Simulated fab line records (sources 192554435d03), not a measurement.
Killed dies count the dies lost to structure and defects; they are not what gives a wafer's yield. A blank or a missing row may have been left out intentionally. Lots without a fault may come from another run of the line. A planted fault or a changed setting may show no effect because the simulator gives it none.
Chamber matching || flow n5-finfet || N5_BEOL_M2_CVD_47 on cvd-co-02: 3 sister chambers
The step deposits Co from CCTBA/H2, target thk 3 nm, time 223.8 s. 20 wafers are shown with their chamber, then 10 later ones without.

== EACH WAFER AND ITS CHAMBER ==
{"wafer": "L757.3", "chamber": 2, "chamber-pressure-Torr (Torr)": 29.93}
{"wafer": "L757.4", "chamber": 0, "chamber-pressure-Torr (Torr)": 30.10}
{"wafer": "L757.5", "chamber": 2, "chamber-pressure-Torr (Torr)": 29.94}
{"wafer": "L758.1", "chamber": 1, "chamber-pressure-Torr (Torr)": 29.97}
{"wafer": "L758.3", "chamber": 0, "chamber-pressure-Torr (Torr)": 30.09}
{"wafer": "L758.6", "chamber": 0, "chamber-pressure-Torr (Torr)": 29.91}
{"wafer": "L766.4", "chamber": 1, "chamber-pressure-Torr (Torr)": 30.13}
{"wafer": "L766.5", "chamber": 0, "chamber-pressure-Torr (Torr)": 29.95}
{"wafer": "L766.6", "chamber": 2, "chamber-pressure-Torr (Torr)": 29.88}
{"wafer": "L767.2", "chamber": 1, "chamber-pressure-Torr (Torr)": 29.95}
{"wafer": "L767.4", "chamber": 0, "chamber-pressure-Torr (Torr)": 29.84}
{"wafer": "L767.5", "chamber": 1, "chamber-pressure-Torr (Torr)": 30.02}
{"wafer": "L768.2", "chamber": 1, "chamber-pressure-Torr (Torr)": 29.98}
{"wafer": "L768.4", "chamber": 0, "chamber-pressure-Torr (Torr)": 29.99}
{"wafer": "L768.6", "chamber": 2, "chamber-pressure-Torr (Torr)": 30.02}
{"wafer": "L769.1", "chamber": 1, "chamber-pressure-Torr (Torr)": 30.01}
{"wafer": "L769.2", "chamber": 2, "chamber-pressure-Torr (Torr)": 30.03}
{"wafer": "L769.3", "chamber": 0, "chamber-pressure-Torr (Torr)": 30.04}
{"wafer": "L770.1", "chamber": 2, "chamber-pressure-Torr (Torr)": 30.01}
{"wafer": "L770.2", "chamber": 1, "chamber-pressure-Torr (Torr)": 29.99}

SIGNATURES (means of the wafers above)
{"reading": "chamber-pressure-Torr", "chamber 0": 29.9886, "chamber 1": 30.0071, "chamber 2": 29.9683, "scatter within a chamber": 0.0745}
Rule: a wafer's distance from a chamber is the root of the sum, over the readings, of the square of ((its reading less the chamber's mean) divided by the reading's scatter). If the next closest chamber is less than 2 further off than the closest, the wafer can't be placed; otherwise it belongs to the closest. The scatter: the root of (the sum of the squares of (reading less its chamber's mean) over the shown wafers, divided by (wafers less chambers)).

== WAFERS WITH NO CHAMBER GIVEN ==
{"wafer": "L770.6", "chamber-pressure-Torr (Torr)": 30.05}
{"wafer": "L771.1", "chamber-pressure-Torr (Torr)": 29.95}
{"wafer": "L771.4", "chamber-pressure-Torr (Torr)": 29.94}
{"wafer": "L771.6", "chamber-pressure-Torr (Torr)": 30.05}
{"wafer": "L773.3", "chamber-pressure-Torr (Torr)": 29.94}
{"wafer": "L773.4", "chamber-pressure-Torr (Torr)": 29.98}
{"wafer": "L773.5", "chamber-pressure-Torr (Torr)": 30.09}
{"wafer": "L772.2", "chamber-pressure-Torr (Torr)": 30.08}
{"wafer": "L772.3", "chamber-pressure-Torr (Torr)": 30.05}
{"wafer": "L772.5", "chamber-pressure-Torr (Torr)": 30.13}

== CHAMBER TAKEN BY EACH ==
{"wafer": "L770.6", "from the rows above": "can't be placed: 1 or 0 or 2", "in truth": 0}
{"wafer": "L771.1", "from the rows above": "can't be placed: 2 or 0 or 1", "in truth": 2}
{"wafer": "L771.4", "from the rows above": "can't be placed: 2 or 0 or 1", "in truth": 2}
{"wafer": "L771.6", "from the rows above": "can't be placed: 1 or 0 or 2", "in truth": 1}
{"wafer": "L773.3", "from the rows above": "can't be placed: 2 or 0 or 1", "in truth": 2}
{"wafer": "L773.4", "from the rows above": "can't be placed: 0 or 2 or 1", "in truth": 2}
{"wafer": "L773.5", "from the rows above": "can't be placed: 1 or 0 or 2", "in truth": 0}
{"wafer": "L772.2", "from the rows above": "can't be placed: 1 or 0 or 2", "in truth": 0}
{"wafer": "L772.3", "from the rows above": "can't be placed: 1 or 0 or 2", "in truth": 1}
{"wafer": "L772.5", "from the rows above": "can't be placed: 1 or 0 or 2", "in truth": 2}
Placed correctly: 0 of 10. These rows do not allow placing 10 (true chamber among the candidates in 10). Wrongly placed: 0.
